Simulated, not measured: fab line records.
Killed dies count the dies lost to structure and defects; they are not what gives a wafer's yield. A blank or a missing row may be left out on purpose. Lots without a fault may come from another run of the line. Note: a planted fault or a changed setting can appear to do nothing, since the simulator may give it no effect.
Matching of chambers | flow n5-finfet | N5_BEOL_M0_SAQP_ETCH_107 on rie-diel-02: 4 sister chambers
The step etches SiNx in CH3F/O2, target depth 30 nm. 20 wafers are shown with their chamber, then 10 later ones without.

## WAFERS, EACH WITH ITS CHAMBER
wafer  | chamber | drypump-motor-current-A (A) | showerhead-plenum-p-Torr (Torr) | throttle-valve-pct (%)
L075.1 | 3       | 5.7                         | 1.97                            | 16.55
L075.2 | 1       | 6.0                         | 1.91                            | 16.05
L075.6 | 3       | 5.7                         | 1.97                            | 16.54
L074.1 | 3       | 5.7                         | 1.97                            | 16.55
L074.4 | 1       | 6.0                         | 1.91                            | 16.07
L074.6 | 0       | 5.4                         | 2.05                            | 16.57
L078.2 | 0       | 5.4                         | 2.05                            | 16.57
L078.3 | 1       | 6.0                         | 1.91                            | 16.08
L078.6 | 2       | 5.5                         | 1.98                            | 16.32
L081.1 | 2       | 5.5                         | 1.98                            | 16.34
L081.2 | 3       | 5.7                         | 1.96                            | 16.57
L081.6 | 1       | 6.0                         | 1.90                            | 16.09
L083.2 | 0       | 5.4                         | 2.04                            | 16.60
L083.3 | 3       | 5.7                         | 1.96                            | 16.58
L083.6 | 1       | 6.1                         | 1.90                            | 16.09
L085.1 | 2       | 5.5                         | 1.98                            | 16.36
L085.4 | 2       | 5.5                         | 1.98                            | 16.36
L085.6 | 3       | 5.7                         | 1.96                            | 16.59
L093.2 | 1       | 6.1                         | 1.90                            | 16.13
L093.4 | 3       | 5.7                         | 1.96                            | 16.61

SIGNATURES (averages over the wafers above)
reading                  | chamber 0 | chamber 1 | chamber 2 | chamber 3 | scatter within a chamber
drypump-motor-current-A  | 5.400     | 6.033     | 5.500     | 5.700     | 0.0289
showerhead-plenum-p-Torr | 2.0467    | 1.9050    | 1.9800    | 1.9643    | 0.00493
throttle-valve-pct       | 16.5800   | 16.0850   | 16.3450   | 16.5700   | 0.0238
Rule: a wafer's distance from a chamber is the root of the sum, over the readings, of the square of ((its reading less the chamber's mean) divided by the reading's scatter). The wafer belongs to the nearest chamber; if the next one is less than 2 further off, it can't be placed. The scatter: the root of (the sum of the squares of (reading less its chamber's mean) over the shown wafers, divided by (wafers less chambers)).

## WAFERS MISSING THEIR CHAMBER
wafer  | drypump-motor-current-A (A) | showerhead-plenum-p-Torr (Torr) | throttle-valve-pct (%)
L093.6 | 5.4                         | 2.04                            | 16.15
L095.2 | 6.0                         | 1.90                            | 16.16
L095.5 | 5.7                         | 1.96                            | 16.62
L095.6 | 5.4                         | 2.04                            | 16.14
L096.2 | 5.7                         | 1.95                            | 16.63
L096.5 | 5.7                         | 1.95                            | 16.61
L096.6 | 6.1                         | 1.90                            | 16.12
L097.1 | 5.4                         | 2.04                            | 16.17
L097.5 | 5.7                         | 1.95                            | 16.63
L097.6 | 6.1                         | 1.90                            | 16.14

## EACH ONE'S CHAMBER
wafer  | from the rows above | in truth
L093.6 | 2                   | 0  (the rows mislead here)
L095.2 | 1                   | 1
L095.5 | 3                   | 3
L095.6 | 2                   | 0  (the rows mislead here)
L096.2 | 3                   | 3
L096.5 | 3                   | 3
L096.6 | 1                   | 1
L097.1 | 2                   | 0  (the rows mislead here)
L097.5 | 3                   | 3
L097.6 | 1                   | 1
Correctly placed: 7 of 10. Number that these rows cannot place: 0. 3 placed wrongly.
